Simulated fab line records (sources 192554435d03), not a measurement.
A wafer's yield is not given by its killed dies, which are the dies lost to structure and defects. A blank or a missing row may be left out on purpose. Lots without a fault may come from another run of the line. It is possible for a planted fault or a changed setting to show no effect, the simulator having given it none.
Split-lot study / flow n5 finfet / route with 1938 steps; 7 lots, 21 wafers read

## ABOUT THE SPLIT
At N5_BEOL_M8_EXPOSE_25 (exposes mask V7, target cd 40 nm), the setting dose mj was moved away from the recipe's 42.5 on 9 of the 21 wafers read, by +2.1% to +5.0%. For the rest of the wafers, this setting stayed at what the recipe calls for.

## FROM THE SPLIT TO THE READING: what the file shows between them, 8 steps
- N5_BEOL_M8_PEB_26: peb time 60 s
- N5_BEOL_M8_DEVELOP_27: develop time 30 s
- N5_BEOL_M8_DESCUM_33: chemistry O2, time 7 s
- N5_BEOL_M8_ETCH_72: etches underlayer in N2/H2, target depth 6.5 nm, time 5.2 s
- N5_BEOL_M8_ETCH_65: etches SiARC in CF4, target depth 15.6 nm, time 26 s
- N5_BEOL_M8_ETCH_66: etches SOC in N2/H2, target depth 80 nm, overetch 16 nm, time 120 s
- N5_BEOL_M8_STRIP_69: strips in N2/H2
- N5_BEOL_M8_STRIP_73: strips in N2/H2

## THE READING
BEOL_M8.cd nm (the simulator's own value, which no gauge read), in nm, at N5_BEOL_M8_VIA_ETCH_34 (etches SiCOH lowk in C4F6/O2, target depth 125.5 nm, time 50.5 s). There is no usual value for it anywhere in the file. Average 39.9 nm, standard deviation 0.14 nm, over the 12 wafers here run with the recipe.

wafer=L075.3; tool, chamber at the split=euv scanner-02, 0; dose mj as run=44.1; against the recipe=+3.8%; BEOL_M8.cd nm, nm=40.8; against lot-mates on the recipe=no lot-mate on the recipe
wafer=L075.4; tool, chamber at the split=euv scanner-02, 0; dose mj as run=44.1; against the recipe=+3.8%; BEOL_M8.cd nm, nm=40.8; against lot-mates on the recipe=no lot-mate on the recipe
wafer=L075.6; tool, chamber at the split=euv scanner-02, 0; dose mj as run=44.1; against the recipe=+3.8%; BEOL_M8.cd nm, nm=41; against lot-mates on the recipe=no lot-mate on the recipe
wafer=L076.3; tool, chamber at the split=euv scanner-02, 0; dose mj as run=43.39; against the recipe=+2.1%; BEOL_M8.cd nm, nm=40; against lot-mates on the recipe=+0.2
wafer=L076.5; tool, chamber at the split=euv scanner-02, 0; dose mj as run=42.5; against the recipe=recipe; BEOL_M8.cd nm, nm=39.8; against lot-mates on the recipe=-
wafer=L076.6; tool, chamber at the split=euv scanner-02, 0; dose mj as run=43.39; against the recipe=+2.1%; BEOL_M8.cd nm, nm=40.4; against lot-mates on the recipe=+0.6
wafer=L080.1; tool, chamber at the split=euv scanner-01, 0; dose mj as run=43.62; against the recipe=+2.6%; BEOL_M8.cd nm, nm=40.8; against lot-mates on the recipe=+0.8
wafer=L080.2; tool, chamber at the split=euv scanner-01, 0; dose mj as run=42.5; against the recipe=recipe; BEOL_M8.cd nm, nm=40.2; against lot-mates on the recipe=-
wafer=L080.3; tool, chamber at the split=euv scanner-01, 0; dose mj as run=42.5; against the recipe=recipe; BEOL_M8.cd nm, nm=39.8; against lot-mates on the recipe=-
wafer=L081.1; tool, chamber at the split=euv scanner-01, 0; dose mj as run=42.5; against the recipe=recipe; BEOL_M8.cd nm, nm=39.8; against lot-mates on the recipe=-
wafer=L081.2; tool, chamber at the split=euv scanner-01, 0; dose mj as run=42.5; against the recipe=recipe; BEOL_M8.cd nm, nm=39.8; against lot-mates on the recipe=-
wafer=L081.4; tool, chamber at the split=euv scanner-01, 0; dose mj as run=42.5; against the recipe=recipe; BEOL_M8.cd nm, nm=40; against lot-mates on the recipe=-
wafer=L083.2; tool, chamber at the split=euv scanner-02, 0; dose mj as run=44.63; against the recipe=+5.0%; BEOL_M8.cd nm, nm=41; against lot-mates on the recipe=+1.0
wafer=L083.5; tool, chamber at the split=euv scanner-02, 0; dose mj as run=44.63; against the recipe=+5.0%; BEOL_M8.cd nm, nm=41.2; against lot-mates on the recipe=+1.2
wafer=L083.6; tool, chamber at the split=euv scanner-02, 0; dose mj as run=42.5; against the recipe=recipe; BEOL_M8.cd nm, nm=40; against lot-mates on the recipe=-
wafer=L085.4; tool, chamber at the split=euv scanner-01, 0; dose mj as run=42.5; against the recipe=recipe; BEOL_M8.cd nm, nm=40; against lot-mates on the recipe=-
wafer=L085.5; tool, chamber at the split=euv scanner-01, 0; dose mj as run=42.5; against the recipe=recipe; BEOL_M8.cd nm, nm=40; against lot-mates on the recipe=-
wafer=L085.6; tool, chamber at the split=euv scanner-01, 0; dose mj as run=42.5; against the recipe=recipe; BEOL_M8.cd nm, nm=39.8; against lot-mates on the recipe=-
wafer=L092.2; tool, chamber at the split=euv scanner-01, 0; dose mj as run=42.5; against the recipe=recipe; BEOL_M8.cd nm, nm=40; against lot-mates on the recipe=-
wafer=L092.5; tool, chamber at the split=euv scanner-01, 0; dose mj as run=42.5; against the recipe=recipe; BEOL_M8.cd nm, nm=40.2; against lot-mates on the recipe=-
wafer=L092.6; tool, chamber at the split=euv scanner-01, 0; dose mj as run=43.46; against the recipe=+2.3%; BEOL_M8.cd nm, nm=40.4; against lot-mates on the recipe=+0.3

FIT RESULTS
A straight line over all 21 wafers: BEOL_M8.cd nm changes by +0.234 nm for each +1% of dose mj; r = +0.93; the points scatter about the line by 0.17 nm.
The same after taking each lot's own level away (the mean of its wafers on the recipe; 18 wafers): +0.219 nm for each +1%; r = +0.94; scatter 0.15 nm.
On that fit, the largest move of dose mj shifts the reading by 1.1 nm.
The span of the lots' own levels, 39.80 to 40.10 nm, comes to 2.1 times the standard deviation stated above.
The two slopes are in agreement: the lot-to-lot level therefore moves the slope only a little.
Check: +1.15 nm against its lot-mates is what the line predicts for one of the wafers moved furthest among these (+5.0%) when that wafer is left out of the fit. It came out at +1 nm against them.

## ADDITIONAL SPLITS CARRIED BY THESE WAFERS
Note: prior to the reading, these wafers also went through further splits. Each is held against what the fit with the lots' levels taken away leaves over:
other split on the same wafers=N5_BEOL_M6_ALD_77 co reactant pulse time s; wafers away from the commonest value=9; r with BEOL_M8.cd nm (lot level and that fit taken away)=-0.12
other split on the same wafers=N5_BEOL_M7_TRENCH_ETCH_37 bias w; wafers away from the commonest value=13; r with BEOL_M8.cd nm (lot level and that fit taken away)=+0.09
other split on the same wafers=N5_BEOL_M7_ETCH_41 source w; wafers away from the commonest value=8; r with BEOL_M8.cd nm (lot level and that fit taken away)=-0.24

## THE WHOLE CHAIN: every reading that the file lists as answering this split, in the file's order
step=N5_BEOL_M8_DESCUM_33; what it does=chemistry O2, time 7 s; reading=BEOL_M8.cd nm (the simulator's own value, which no gauge read); change (the file's fit)=+0.195 nm for each +1% of the setting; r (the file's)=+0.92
step=N5_BEOL_M8_ETCH_72; what it does=etches underlayer in N2/H2, target depth 6.5 nm, time 5.2 s; reading=BEOL_M8.cd nm (the simulator's own value, which no gauge read); change (the file's fit)=+0.183 nm for each +1% of the setting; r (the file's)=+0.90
step=N5_BEOL_M8_ETCH_66; what it does=etches SOC in N2/H2, target depth 80 nm, overetch 16 nm, time 120 s; reading=BEOL_M8.cd nm (the simulator's own value, which no gauge read); change (the file's fit)=+0.19 nm for each +1% of the setting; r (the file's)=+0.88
step=N5_BEOL_M8_VIA_ETCH_34; what it does=etches SiCOH lowk in C4F6/O2, target depth 125.5 nm, time 50.5 s; reading=BEOL_M8.cd nm (the simulator's own value, which no gauge read); change (the file's fit)=+0.22 nm for each +1% of the setting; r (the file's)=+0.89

## FILE'S OWN FIT
BEOL_M8.cd nm changes by +0.22 nm for each +1% of dose mj, r = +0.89.
